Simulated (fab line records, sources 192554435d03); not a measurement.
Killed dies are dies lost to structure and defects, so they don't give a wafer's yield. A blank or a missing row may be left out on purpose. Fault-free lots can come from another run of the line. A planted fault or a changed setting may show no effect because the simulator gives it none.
Which tool did it? -- flow n5 finfet -- Sampling: 12 lots, 36 wafers, 4 of 1938 route steps

WHAT THE GAUGES SHOWED, per wafer
No reading from a measuring or inspecting step in the record can be judged against a usual standard deviation.

WHAT TOOL EACH LOT RAN ON (gives the tool, then ch and the chambers of the sampled wafers, and finally the start)
lot,N5_BEOL_M4_ANNEAL_91,N5_BEOL_M4_ANNEAL_95,N5_BEOL_M4_SPUTTER_96,N5_BEOL_M5_COAT_59
L643,"pvd sputter-03, day 7 21:22","pvd sputter-03, day 7 21:49","pvd sputter-03, day 7 21:57","litho track-05 ch 0, day 8 02:59"
L644,"pvd sputter-01, day 8 04:18","pvd sputter-01, day 8 04:44","pvd sputter-01, day 8 04:53","litho track-05 ch 0, day 8 10:43"
L645,"pvd sputter-01, day 8 15:40","pvd sputter-01, day 8 16:06","pvd sputter-01, day 8 16:14","litho track-05 ch 0, day 8 21:02"
L646,"pvd sputter-01, day 8 23:38","pvd sputter-01, day 9 00:04","pvd sputter-01, day 9 00:13","litho track-05 ch 0, day 9 03:38"
L655,"pvd sputter-02, day 11 02:08","pvd sputter-02, day 11 02:35","pvd sputter-02, day 11 02:43","litho track-03 ch 0, day 11 05:45"
L658,"pvd sputter-01, day 11 21:38","pvd sputter-01, day 11 22:07","pvd sputter-01, day 11 22:16","litho track-05 ch 0, day 12 02:08"
L660,"pvd sputter-02, day 12 04:27","pvd sputter-02, day 12 04:53","pvd sputter-02, day 12 05:02","litho track-03 ch 0, day 12 09:21"
L661,"pvd sputter-01, day 12 12:14","pvd sputter-01, day 12 12:41","pvd sputter-01, day 12 12:49","litho track-03 ch 0, day 12 16:50"
L664,"pvd sputter-01, day 12 20:31","pvd sputter-01, day 12 20:57","pvd sputter-01, day 12 21:05","litho track-05 ch 0, day 13 00:49"
L662,"pvd sputter-03, day 12 23:17","pvd sputter-03, day 12 23:44","pvd sputter-03, day 12 23:52","litho track-05 ch 0, day 13 02:47"
L665,"pvd sputter-01, day 13 11:28","pvd sputter-01, day 13 11:54","pvd sputter-01, day 13 12:02","litho track-05 ch 0, day 13 16:11"
L666,"pvd sputter-02, day 13 14:26","pvd sputter-02, day 13 14:53","pvd sputter-02, day 13 15:01","litho track-01 ch 0, day 13 19:07"
- N5_BEOL_M4_ANNEAL_91: time 240 s.
- N5_BEOL_M4_ANNEAL_95: time 240 s.
- N5_BEOL_M4_SPUTTER_96: material Cu, target thk 4.5 nm, time 8.29 s.
- N5_BEOL_M5_COAT_59: time 60 s, resist thk 60 nm.

AS READ BY THE TOOLS THEMSELVES (means over the sampled wafers that have a number; for cases with no such wafer, the mark the record gives instead)
N5_BEOL_M4_ANNEAL_91. Usual: heater power w 761 W, standard deviation 88; susceptor temp C 400.01 C, standard deviation 0.22.
lot,tool,heater power w (W),susceptor temp C (C),flag
L643,pvd sputter-03,695,399.99,
L644,pvd sputter-01,792,399.97,
L645,pvd sputter-01,685,400.01,
L646,pvd sputter-01,692,399.98,
L655,pvd sputter-02,782,399.92,
L658,pvd sputter-01,743,399.89,
L660,pvd sputter-02,818,400.02,
L661,pvd sputter-01,834,399.97,
L664,pvd sputter-01,790,399.99,
L662,pvd sputter-03,736,400.12,
L665,pvd sputter-01,791,399.86,
L666,pvd sputter-02,812,400.17,

N5_BEOL_M4_ANNEAL_95. Usual: heater power w 760 W, standard deviation 86; susceptor temp C 400.01 C, standard deviation 0.23.
lot,tool,heater power w (W),susceptor temp C (C),flag
L643,pvd sputter-03,701,399.81,
L644,pvd sputter-01,798,399.96,
L645,pvd sputter-01,675,399.80,
L646,pvd sputter-01,686,400.18,
L655,pvd sputter-02,791,400.19,
L658,pvd sputter-01,730,399.91,
L660,pvd sputter-02,815,399.93,
L661,pvd sputter-01,838,400.01,
L664,pvd sputter-01,790,400.01,
L662,pvd sputter-03,733,400.19,
L665,pvd sputter-01,784,400.03,
L666,pvd sputter-02,813,400.11,

N5_BEOL_M4_SPUTTER_96. Usual: susceptor temp C -20.00 C, standard deviation 0.12; throttle valve pct 30.2 %, standard deviation 1.1.
lot,tool,susceptor temp C (C),throttle valve pct (%),flag
L643,pvd sputter-03,-19.89,30.5,
L644,pvd sputter-01,-19.95,29.9,
L645,pvd sputter-01,-20.22,30.1,
L646,pvd sputter-01,-20.04,29.9,
L655,pvd sputter-02,-20.08,29.7,
L658,pvd sputter-01,-20.15,29.9,
L660,pvd sputter-02,-19.86,29.7,
L661,pvd sputter-01,-19.98,30.0,
L664,pvd sputter-01,-19.90,29.8,
L662,pvd sputter-03,-19.98,31.1,
L665,pvd sputter-01,-19.83,29.8,
L666,pvd sputter-02,-20.00,29.7,

N5_BEOL_M5_COAT_59. Usual: heater power total W 500.3 W, standard deviation 1.7; plate temp C 250.01 C, standard deviation 0.14.
lot,tool,heater power total W (W),plate temp C (C),flag
L643,litho track-05,498.6,249.98,
L644,litho track-05,498.2,249.97,
L645,litho track-05,508.0,252.94,OFF
L646,litho track-05,506.8,252.67,OFF
L655,litho track-03,499.6,249.98,
L658,litho track-05,500.6,250.20,
L660,litho track-03,501.3,249.97,
L661,litho track-03,499.5,249.89,
L664,litho track-05,499.7,250.07,
L662,litho track-05,500.2,249.93,
L665,litho track-05,499.8,250.05,
L666,litho track-01,499.2,249.98,

THE ANSWER, worked out from the rows above alone
Rule: a lot is off if the mean of its wafers that have a number lies more than 3 standard deviations from the usual mean. Also off: a lot with no number at a reading for which 4 or more lots have one. The other lots that the step has rows for count as sound. After the gauges, taken in route order, come the tools' own readings; for these a lot's mean is taken, as printed above. At the first step where some lot is off, the reading lying furthest off is the one used; lots without a number count as furthest.
Off, at N5_BEOL_M5_COAT_59 on plate temp C: L645, L646.
A tool fits if, at that step or a process step before it, it ran every lot that is off, and no sound lot after the first of them. Not one of the candidates tried fits.

WHAT THE SIMULATOR HAD PUT IN
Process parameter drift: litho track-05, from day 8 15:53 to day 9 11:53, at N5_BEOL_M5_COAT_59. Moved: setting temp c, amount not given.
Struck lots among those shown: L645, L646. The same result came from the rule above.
